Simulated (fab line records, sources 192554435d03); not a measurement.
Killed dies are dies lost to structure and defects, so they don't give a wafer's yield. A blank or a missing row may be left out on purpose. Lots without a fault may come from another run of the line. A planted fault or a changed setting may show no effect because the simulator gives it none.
fab line records | flow n5_finfet
record lots=14 wafers=42 last_day=19
route steps=1938 shown BEOL_M2@917 BEOL_M3@954 BEOL_M4@1111
lots that met no fault: from a run of the same line without faults
start_h: hours from the record's first day to the start of the lot's first wafer shown | wait_h: hours since the lot's step before | " the same as in the row above | L1.1+2: a row that stands for several wafers | - no value, or no start given | * or withheld: withheld | < > ~ a bound
route shown NAME@n: a module of which the file shows steps, and the number in the route of the first | usual: mean/standard deviation of fault-free wafers | same: alike in all rows | chamber/n: place in a boat | sites: the reading at each site | _std_site: their standard deviation | _edge_site: outer sites' mean less inner sites' | radius_mm: how far each site lies from the wafer's centre | mask NAME#n: copy n | behind: the tool/chamber that last shaped the wafer | hold: why the lot was held/for how many hours/how that ended | device: the transistor (n, p or np) that didn't switch | end of line: the same wafers' tests at the end of the route | a step without rows: its recipe alone | killed: dies lost to structure and defects at the first sort, not the wafer's yield | map: a wafer's dies, x killed, . not, _ none there
set.NAME: the setting as run; set.NAME@STEP: as run at that earlier step | model.NAME: the simulator's own value behind a step, which no gauge read
steps of the route over a sample of lots; a table a step, a row a wafer
services: from which hour (start_h, from the record's first day; less than 0 if before it) a tool's chamber was out of use, for how many hours, and why
## steps
# step N5_BEOL_M2_ANNEAL_93
# recipe temp_c=400 time_s=240 ambient=vacuum
# usual heater_power_w=839/83 susceptor_temp_C=400.04/0.22
# columns lot.wafer tool chamber start_h wait_h heater_power_w susceptor_temp_C
L968.2 pvd_sputter-01 - 170.73 0.0 889 400.41
L968.4 " - " " 858 400.34
L968.5 " - " " 861 399.95
L971.1 pvd_sputter-03 - 174.53 0.0 719 400.11
L971.2 " - " " 921 400.21
L971.6 " - " " 954 399.73
L969.2 pvd_sputter-01 - 183.35 0.0 728 400.05
L969.4 " - " " 832 399.71
L969.6 " - " " 726 399.80
L972.1 pvd_sputter-03 - 183.70 0.0 703 399.75
L972.4 " - " " 945 400.17
L972.5 " - " " 951 400.01
L973.1 pvd_sputter-03 - 192.96 0.0 939 400.13
L973.3 " - " " 776 400.02
L973.6 " - " " 715 400.42
L975.3 pvd_sputter-03 - 201.66 0.0 945 399.96
L975.5 " - " " 943 400.30
L975.6 " - " " 722 400.17
L983.3 pvd_sputter-02 - 250.86 0.0 889 400.02
L983.4 " - " " 747 400.00
L983.5 " - " " 866 400.09
L984.1 pvd_sputter-03 - 259.35 0.0 794 399.98
L984.2 " - " " 924 399.68
L984.4 " - " " 936 400.05
L986.3 pvd_sputter-03 - 274.31 0.0 930 399.98
L986.4 " - " " 934 400.22
L986.6 " - " " 935 400.13
L985.1 pvd_sputter-02 - 275.74 0.0 994 400.02
L985.3 " - " " 837 400.45
L985.5 " - " " 768 400.18
L987.1 pvd_sputter-03 - 277.03 0.0 788 400.10
L987.2 " - " " 936 399.98
L987.5 " - " " 793 400.03
L989.2 pvd_sputter-01 - 282.18 0.0 844 399.63
L989.3 " - " " 880 400.01
L989.6 " - " " 863 399.97
L988.1 pvd_sputter-01 - 286.92 0.0 820 400.19
L988.4 " - " " 719 399.58
L988.5 " - " " 836 400.31
L990.3 pvd_sputter-01 - 290.16 0.0 854 400.04
L990.4 " - " " 701 399.77
L990.5 " - " " 815 400.01
# step N5_BEOL_M2_SPUTTER_96
# recipe material=Cu target_thk_a=45 temp_c=-20 chamber_pressure_pa=0.07 power_w=withheld time_s=8.29
# usual susceptor_temp_C=-20.02/0.1 throttle_valve_pct=30.2/0.99
# columns lot.wafer tool chamber start_h wait_h susceptor_temp_C throttle_valve_pct
L968.2 pvd_sputter-01 - 171.09 0.1 -20.11 30.6
L968.4 " - " " -20.08 28.5
L968.5 " - " " -20.03 30.3
L971.1 pvd_sputter-03 - 174.89 0.1 -20.18 31.1
L971.2 " - " " -19.99 29.8
L971.6 " - " " -19.98 29.9
L969.2 pvd_sputter-01 - 183.71 0.1 -19.94 30.2
L969.4 " - " " -20.00 28.3
L969.6 " - " " -19.97 30.0
L972.1 pvd_sputter-03 - 184.06 0.1 -20.13 31.3
L972.4 " - " " -20.14 30.0
L972.5 " - " " -19.84 29.8
L973.1 pvd_sputter-03 - 193.32 0.1 -20.00 29.9
L973.3 " - " " -20.05 31.7
L973.6 " - " " -20.11 31.2
L975.3 pvd_sputter-03 - 202.02 0.1 -20.05 29.9
L975.5 " - " " -19.88 29.8
L975.6 " - " " -19.94 31.1
L983.3 pvd_sputter-02 - 251.22 0.1 -19.93 31.9
L983.4 " - " " -20.11 29.6
L983.5 " - " " -20.05 29.6
L984.1 pvd_sputter-03 - 259.71 0.1 -19.92 31.7
L984.2 " - " " -20.03 30.0
L984.4 " - " " -19.95 30.0
L986.3 pvd_sputter-03 - 274.67 0.1 -19.90 30.1
L986.4 " - " " -20.04 30.0
L986.6 " - " " -19.93 30.2
L985.1 pvd_sputter-02 - 276.10 0.1 -20.12 30.1
L985.3 " - " " -19.93 29.7
L985.5 " - " " -20.09 29.3
L987.1 pvd_sputter-03 - 277.39 0.1 -20.24 31.6
L987.2 " - " " -19.88 29.6
L987.5 " - " " -20.10 31.5
L989.2 pvd_sputter-01 - 282.54 0.1 -20.19 28.3
L989.3 " - " " -20.04 30.8
L989.6 " - " " -20.07 28.1
L988.1 pvd_sputter-01 - 287.28 0.1 -20.17 28.4
L988.4 " - " " -20.16 30.2
L988.5 " - " " -20.10 30.2
L990.3 pvd_sputter-01 - 290.52 0.1 -20.07 28.1
L990.4 " - " " -19.99 30.2
L990.5 " - " " -20.05 30.3
# step N5_BEOL_M2_CMP_52
# recipe stop_on=SiOC t_overpolish_s=6.8 down_force_psi=1 platen_rpm=50 clearing_platen_down_force_psi=1.5 clearing_platen_rpm=50 post_cmp_clean=cu_alkaline target_thk_nm=40 clearing_platen_pad_velocity_m_s=0.99484 pad_velocity_m_s=0.99484
# usual barrier_field_endpoint_s=24.9/0.58 clearing_platen_down_force_psi=1.5004/0.003 motor_current_A=6.3/0.64 overpolish_run_s=6.800/0.0093 time_to_endpoint_s=61.0/2.8
# columns lot.wafer tool chamber start_h wait_h barrier_field_endpoint_s clearing_platen_down_force_psi motor_current_A overpolish_run_s time_to_endpoint_s
L968.2 cmp-02 3 171.64 0.2 24.9 1.4990 7.6 6.805 62.4
L968.4 " 1 " " 25.6 1.4989 6.2 6.791 64.2
L968.5 " 3 " " 25.3 1.4934 7.5 6.798 59.8
L971.2 cmp-03 2 175.89 0.7 24.7 1.5028 6.3 6.802 62.8
L971.1 " 3 " " 24.8 1.4978 6.1 6.796 63.1
L971.6 " 0 " " 24.8 1.4993 6.9 6.780 66.0
L969.4 cmp-04 1 184.25 0.2 25.3 1.5025 7.0 6.812 62.3
L969.2 " 2 " " 24.9 1.5012 5.8 6.809 59.1
L969.6 " 1 " " 25.2 1.4993 6.8 6.782 62.7
L972.1 cmp-04 1 184.64 0.3 24.8 1.5010 6.6 6.803 62.1
L972.4 " 2 " " 25.0 1.4989 6.0 6.788 63.7
L972.5 " 3 " " 24.8 1.4970 6.3 6.794 57.9
L973.1 cmp-02 1 193.90 0.3 24.0 1.5023 6.2 6.785 57.7
L973.3 " 2 " " 23.7 1.4941 5.6 6.803 56.0
L973.6 " 3 " " 24.4 1.4978 7.2 6.807 57.0
L975.3 cmp-02 3 202.73 0.2 24.5 1.4960 7.5 6.807 61.4
L975.5 " 1 " " 25.0 1.5010 6.1 6.785 65.3
L975.6 " 2 " " 25.0 1.5042 6.0 6.799 62.1
L983.3 cmp-02 3 251.78 0.2 24.9 1.5019 7.2 6.797 59.6
L983.4 " 0 " " 24.7 1.5022 6.5 6.786 54.8
L983.5 " 1 " " 25.7 1.4949 6.3 6.807 61.7
L984.2 cmp-03 0 260.24 0.2 24.7 1.5014 6.7 6.796 63.7
L984.1 " 1 " " 23.6 1.4981 5.6 6.799 57.2
L984.4 " 2 " " 24.3 1.5074 6.5 6.793 61.8
L986.4 cmp-02 2 275.16 0.1 24.7 1.4975 6.1 6.793 62.0
L986.3 " 0 " " 24.5 1.4973 6.4 6.791 62.5
L986.6 " 3 " " 24.6 1.4971 7.1 6.806 64.1
L985.1 cmp-02 0 276.67 0.3 24.8 1.5028 6.7 6.784 59.6
L985.3 " 1 " " 25.1 1.4988 6.4 6.808 62.2
L985.5 " 2 " " 24.9 1.5003 6.2 6.800 57.4
L987.1 cmp-04 0 278.08 0.4 24.9 1.4998 5.1 6.822 63.3
L987.2 " 1 " " 25.8 1.5024 6.7 6.814 66.5
L987.5 " 0 " " 26.2 1.5006 4.9 6.798 67.1
L989.2 cmp-04 3 283.03 0.2 24.8 1.4993 6.2 6.804 59.2
L989.3 " 0 " " 25.5 1.5021 5.2 6.792 61.2
L989.6 " 0 " " 25.1 1.5037 4.8 6.793 62.4
L988.1 cmp-03 0 287.89 0.3 24.3 1.5057 6.6 6.813 64.7
L988.4 " 1 " " 24.2 1.5019 5.5 6.803 61.7
L988.5 " 0 " " 25.0 1.5050 7.1 6.799 65.7
L990.4 cmp-03 0 291.05 0.2 26.5 1.4956 6.7 6.791 62.2
L990.3 " 1 " " 25.2 1.4985 5.7 6.792 60.1
L990.5 " 3 " " 25.5 1.5021 6.2 6.804 61.3
# step N5_BEOL_M3_HM_OPEN_17
# recipe chemistry=Cl2/BCl3 target_depth_a=200 overetch_a=60 target=TiN mask_material=SOC ion_energy_ev=150 pressure_mtorr=10 icp_w=1000 bias_w=126 Cl2_flow_sccm=53.25 bcl3_flow_sccm=21.75 Ar_flow_sccm=25
# usual bcl3_flow_sccm=21.75/0.071 bias_w=126.0/0.38 drypump_motor_current_A=5.5/0.42 oes_product_au=0.63/0.081 throttle_valve_pct=22.26/0.23
# columns lot.wafer tool chamber start_h wait_h bcl3_flow_sccm bias_w drypump_motor_current_A oes_product_au rf_hours_counter_h throttle_valve_pct
L968.2 rie_metal-01 0 173.19 0.0 21.70 125.9 6.2 0.57 90 21.93
L968.4 " 1 " " 21.85 126.1 5.4 0.68 - 22.40
L968.5 " 1 " " 21.66 126.1 5.4 0.69 - 22.40
L971.1 rie_metal-01 1 177.47 0.0 21.80 125.7 5.4 0.69 38 22.38
L971.2 " 0 " " 21.84 126.0 6.1 0.58 91 21.91
L971.6 " 0 " " 21.86 126.0 6.1 0.58 - 21.94
L969.2 rie_metal-03 0 185.79 0.0 21.58 125.9 5.2 0.58 84 22.55
L969.4 " 0 " " 21.71 126.4 5.2 0.59 - 22.55
L969.6 " 0 " " 21.59 125.8 5.2 0.59 - 22.55
L972.1 rie_metal-03 0 188.23 0.0 21.71 125.8 5.2 0.59 84 22.54
L972.4 " 1 " " 21.80 125.9 5.2 0.58 - 22.04
L972.5 " 0 " " 21.70 125.3 5.2 0.59 - 22.54
L973.1 rie_metal-01 0 196.23 0.0 21.86 126.9 6.1 0.58 92 21.93
L973.3 " 1 " " 21.63 125.9 5.5 0.69 - 22.37
L973.6 " 0 " " 21.83 126.1 6.2 0.58 - 21.91
L975.3 rie_metal-02 1 205.74 0.1 21.74 126.4 6.1 0.73 - 22.23
L975.5 " 1 " " 21.75 125.9 6.1 0.72 - 22.25
L975.6 " 0 " " 21.78 126.6 5.1 0.56 - 22.52
L983.3 rie_metal-03 1 254.64 0.1 - - - - - -
L983.4 " 0 " " - - - - - -
L983.5 " 0 " " - - - - - -
L984.1 rie_metal-03 0 262.47 0.0 - - - - - -
L984.2 " 1 " " - - - - - -
L984.4 " 1 " " - - - - - -
L986.3 rie_metal-01 0 278.97 0.1 21.76 126.5 6.1 0.56 - 21.95
L986.4 " 1 " " 21.78 126.3 5.4 0.66 - 22.41
L986.6 " 0 " " 21.72 126.1 6.1 0.56 - 21.95
L985.1 rie_metal-01 0 279.15 0.0 21.63 126.2 6.1 0.57 98 21.94
L985.3 " 0 " " 21.58 126.0 6.1 0.57 - 21.93
L985.5 " 1 " " 21.73 126.2 5.5 0.67 - 22.40
L987.1 rie_metal-02 1 280.41 0.0 21.81 125.5 6.2 0.69 29 22.26
L987.2 " 0 " " 21.74 126.1 5.1 0.87 0 22.08
L987.5 " 0 " " 21.72 125.9 5.1 0.87 - 22.09
L989.2 rie_metal-02 0 286.71 0.0 21.77 126.4 5.1 0.86 0 22.07
L989.3 " 0 " " 21.67 126.3 5.2 0.86 - 22.09
L989.6 " 1 " " 21.73 126.4 6.1 0.70 - 22.27
L988.1 rie_metal-03 0 293.19 0.0 21.68 125.7 5.2 0.57 93 22.57
L988.4 " 0 " " 21.75 126.2 5.2 0.57 - 22.55
L988.5 " 1 " " 21.82 126.4 5.1 0.57 - 22.07
L990.3 rie_metal-02 1 294.03 0.1 21.62 125.6 6.1 0.69 - 22.26
L990.4 " 0 " " 21.68 126.1 5.2 0.87 - 22.07
L990.5 " 0 " " 21.70 125.5 5.1 0.87 - 22.06
# step N5_BEOL_M3_CD_MEAS_18
# recipe pitch_nm=36 target_cd_nm=18
# usual cd_nm=17.91/0.3
# columns lot.wafer tool chamber start_h wait_h cd_nm
L968.2 cd_sem-01 - 173.38 0.1 17.67
L968.4 " - " " 17.62
L968.5 " - " " 18.16
L971.1 cd_sem-01 - 177.65 0.0 17.98
L971.2 " - " " 18.19
L971.6 " - " " 18.20
L969.2 cd_sem-03 - 185.97 0.1 18.31
L969.4 " - " " 18.04
L969.6 " - " " 18.12
L972.1 cd_sem-03 - 188.54 0.0 18.16
L972.4 " - " " 17.59
L972.5 " - " " 18.26
L973.1 cd_sem-01 - 196.41 0.0 17.80
L973.3 " - " " 17.65
L973.6 " - " " 18.15
L975.3 cd_sem-01 - 205.90 0.1 18.12
L975.5 " - " " 18.32
L975.6 " - " " 17.83
L983.3 cd_sem-03 - 254.79 0.1 -
L983.4 " - " " -
L983.5 " - " " -
L984.1 cd_sem-01 - 262.66 0.0 -
L984.2 " - " " -
L984.4 " - " " -
L986.3 cd_sem-01 - 279.12 0.1 17.93
L986.4 " - " " 17.26
L986.6 " - " " 17.48
L985.1 cd_sem-02 - 279.33 0.0 17.74
L985.3 " - " " 17.85
L985.5 " - " " 17.60
L987.1 cd_sem-01 - 280.59 0.0 18.08
L987.2 " - " " 18.32
L987.5 " - " " 18.26
L989.2 cd_sem-03 - 287.60 0.1 17.86
L989.3 " - " " 18.03
L989.6 " - " " 18.19
L988.1 cd_sem-03 - 293.41 0.0 17.87
L988.4 " - " " 18.23
L988.5 " - " " 17.63
L990.3 cd_sem-01 - 294.27 0.1 17.50
L990.4 " - " " 17.20
L990.5 " - " " 17.80
# step N5_BEOL_M4_RC_MEAS_101
# usual DIBL_N=36.6/1.9 DIBL_P=36.7/2.2 IOFF_N=0.16/0.035 IOFF_P=0.22/0.038 ION_N=672/14 ION_P=462/8.3 SS_N=71.6/0.65 SS_P=73.5/0.72 VT_N=250/3.5 VT_P=-250/3.1
# columns lot.wafer tool chamber start_h wait_h DIBL_N[mV/V] DIBL_P[mV/V] IOFF_N[nA/um] IOFF_P[nA/um] ION_N[uA/um] ION_P[uA/um] SS_N[mV/dec] SS_P[mV/dec] VT_N[mV] VT_P[mV]
L968.2 prober-02 0 202.64 0.2 37.8 36.2 0.15 0.21 666 459 71.6 72.7 250 -249
L968.4 " 0 " " 42.0 40.1 0.27 0.27 682 458 73.9 74.7 245 -249
L968.5 " 0 " " 34.8 33.9 0.13 0.18 680 468 71.1 72.6 252 -251
L971.1 prober-02 0 207.69 0.0 36.5 36.7 0.15 0.19 653 448 71.6 73.3 254 -258
L971.2 " 0 " " 34.4 34.7 0.12 0.16 667 453 71.0 72.7 254 -257
L971.6 " 0 " " 33.4 32.6 0.11 0.14 650 442 70.7 71.6 257 -257
L969.2 prober-02 0 218.38 0.2 37.3 37.3 0.16 0.25 690 480 71.2 73.6 248 -247
L969.4 " 0 " " 33.2 32.7 0.11 0.18 685 474 70.0 72.5 253 -250
L969.6 " 0 " " 34.2 34.5 0.13 0.20 676 477 70.5 72.5 251 -249
L972.1 prober-02 0 222.91 0.0 35.6 35.6 0.12 0.20 653 462 71.6 72.9 255 -250
L972.4 " 0 " " 37.4 37.6 0.16 0.22 651 448 72.3 73.5 252 -251
L972.5 " 0 " " 34.8 36.4 0.13 0.21 661 462 70.8 73.2 253 -248
L973.1 prober-02 0 226.45 0.0 35.9 36.8 0.17 0.24 691 476 71.0 73.7 249 -249
L973.3 " 0 " " 37.2 37.1 0.17 0.22 664 455 72.0 74.0 251 -249
L973.6 " 0 " " 36.9 37.2 0.16 0.23 670 462 72.5 74.4 252 -249
L975.3 prober-01 0 238.77 0.3 36.2 36.5 0.14 0.21 674 459 71.4 73.3 256 -252
L975.5 " 0 " " 36.9 37.1 0.16 0.23 673 467 71.7 74.2 251 -245
L975.6 " 0 " " 35.3 35.5 0.13 0.20 674 465 71.0 73.5 251 -250
L986.3 prober-02 0 297.27 0.3 40.8 42.0 0.26 0.32 692 467 72.9 74.4 245 -245
L986.4 " 0 " " 35.1 35.6 0.14 0.21 663 457 71.1 73.1 251 -249
L986.6 " 0 " " 36.6 36.8 0.16 0.21 676 462 71.7 73.4 250 -251
L985.1 prober-02 0 301.59 0.0 38.5 37.6 0.19 0.21 674 453 72.4 74.1 246 -251
L985.3 " 0 " " 39.1 38.6 0.21 0.23 693 471 72.5 74.6 247 -252
L985.5 " 0 " " 37.1 36.5 0.17 0.20 686 466 71.5 73.9 246 -253
L987.1 prober-01 0 319.10 0.0 37.4 38.4 0.16 0.22 678 468 71.0 74.4 251 -249
L987.2 " 0 " " 37.4 38.9 0.17 0.25 667 455 71.4 73.9 253 -247
L987.5 " 0 " " 38.9 38.7 0.18 0.24 654 452 72.4 74.9 254 -249
L989.2 prober-02 0 319.81 0.2 38.0 37.2 0.19 0.26 699 472 71.8 73.5 249 -244
L989.3 " 0 " " 39.0 39.1 0.23 0.31 682 467 71.8 74.1 245 -244
L989.6 " 0 " " 37.8 36.6 0.18 0.25 674 463 72.4 73.6 248 -245
L988.1 prober-02 0 326.31 0.0 38.1 37.1 0.19 0.25 669 458 71.4 73.8 249 -248
L988.4 " 0 " " 35.2 34.2 0.14 0.19 680 466 71.2 72.6 251 -250
L988.5 " 0 " " 35.7 34.4 0.14 0.21 678 474 71.6 73.6 249 -248
L990.3 prober-01 0 328.16 0.3 37.0 38.4 0.17 0.22 674 467 71.4 73.3 251 -250
L990.4 " 0 " " 36.8 38.0 0.17 0.24 676 459 72.2 74.1 248 -248
L990.5 " 0 " " 38.7 39.6 0.20 0.26 694 470 72.2 73.6 249 -248
## services
# columns tool chamber start_h hours kind
pvd_sputter-02 - 168.67 3.0 repair
cmp-04 - 172.74 4.0 pm
rie_metal-02 - 175.96 1.2 repair
cmp-04 - 176.74 - consumable_replace:conditioner
cmp-04 - 176.74 - consumable_replace:pad
rie_metal-01 - 188.71 2.8 pm
cmp-04 - 189.57 3.7 pm
cmp-02 - 194.05 4.0 pm
cmp-02 - 198.05 - consumable_replace:conditioner
cmp-02 - 198.05 - consumable_replace:pad
cmp-03 - 200.62 13.4 pm
rie_metal-02 - 206.38 0.5 repair
rie_metal-02 1 218.44 21.5 repair
cmp-03 - 237.49 1.0 repair
cmp-03 - 240.40 3.9 pm
rie_metal-01 0 246.35 12.9 repair
cmp-03 - 250.66 1.3 repair
rie_metal-03 - 255.91 1.1 repair
rie_metal-02 0 263.37 - clean
rie_metal-02 0 263.37 16.7 scheduled_down
rie_metal-02 0 263.37 16.7 vent_cycle
pvd_sputter-01 - 272.01 0.5 repair
cmp-03 - 275.55 2.8 repair
## key
first_sign step=N5_BEOL_M3_HM_OPEN_17 reading=tool_record direction=missing
effect step=N5_BEOL_M3_CD_MEAS_18 reading=cd_nm direction=missing
met_at N5_BEOL_M3_HM_OPEN_17
struck_lots L983,L984
later_rows_left_out L983.3,L983.4,L983.5,L984.1,L984.2,L984.4
sort_left_out L983.3,L983.4,L983.5,L984.1,L984.2,L984.4
not_acting_at N5_BEOL_M2_ANNEAL_93,N5_BEOL_M2_SPUTTER_96,N5_BEOL_M2_CMP_52
onset_between 188.23 254.64
fault kind=skipped_step_whole tool=rie_metal-03 chamber=- onset_h=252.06 steps=N5_BEOL_M3_HM_OPEN_17 scope=struck_lots_only
# sort_left_out: the simulated sort isn't trusted on such a fault, so these wafers' sort isn't shown, and their yield isn't known
# later_rows_left_out: the simulator's readings of these wafers behind a module that went badly wrong aren't trusted and aren't shown, but for the sort
